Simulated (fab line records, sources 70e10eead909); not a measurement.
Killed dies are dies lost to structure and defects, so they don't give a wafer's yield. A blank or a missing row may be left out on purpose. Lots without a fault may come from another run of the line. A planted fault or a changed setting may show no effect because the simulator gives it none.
Chamber matching | flow nand_harc | NHARC_P_BONDPAD_ACTIVATE_29 on rie_diel-02: 4 sister chambers
The step chemistry N2, time 60 s. 4 wafers are shown with their chamber, then 10 later ones without.

WAFERS WITH THEIR CHAMBER
wafer  | chamber | showerhead_plenum_p_Torr (Torr)
L898.4 | 2       | 1.67
L902.4 | 0       | 1.84
L903.2 | 1       | 1.64
L903.3 | 3       | 1.85

WAFERS WITHOUT THEIR CHAMBER
wafer  | showerhead_plenum_p_Torr (Torr)
L903.5 | 1.85
L904.1 | 1.84
L904.5 | 1.84
L904.6 | 1.85
L906.1 | 1.84
L906.3 | 1.67
L906.4 | 1.67
L913.2 | 1.85
L913.4 | 1.64
L913.5 | 1.83

WHICH CHAMBER EACH WENT THROUGH
wafer  | from the rows above | in truth
L903.5 | 3                   | 3
L904.1 | 0                   | 0
L904.5 | 0                   | 0
L904.6 | 3                   | 3
L906.1 | 0                   | 0
L906.3 | 2                   | 2
L906.4 | 2                   | 2
L913.2 | 3                   | 3
L913.4 | 1                   | 1
L913.5 | 0                   | 0
Placed correctly: 10 of 10. Can't be placed from these rows: 0. Placed wrongly: 0.
How it was worked out, from the rows above alone: a wafer's distance from a chamber is the root of the sum, over the readings, of the square of ((its reading less the chamber's mean) divided by the reading's scatter). The wafer belongs to the nearest chamber; if the next one is less than 2 further off, it can't be placed. A chamber's mean is the mean of its shown wafers. The scatter: with one shown wafer a chamber, the root of the mean of the squares of how far each hidden wafer lies from its nearest shown one.
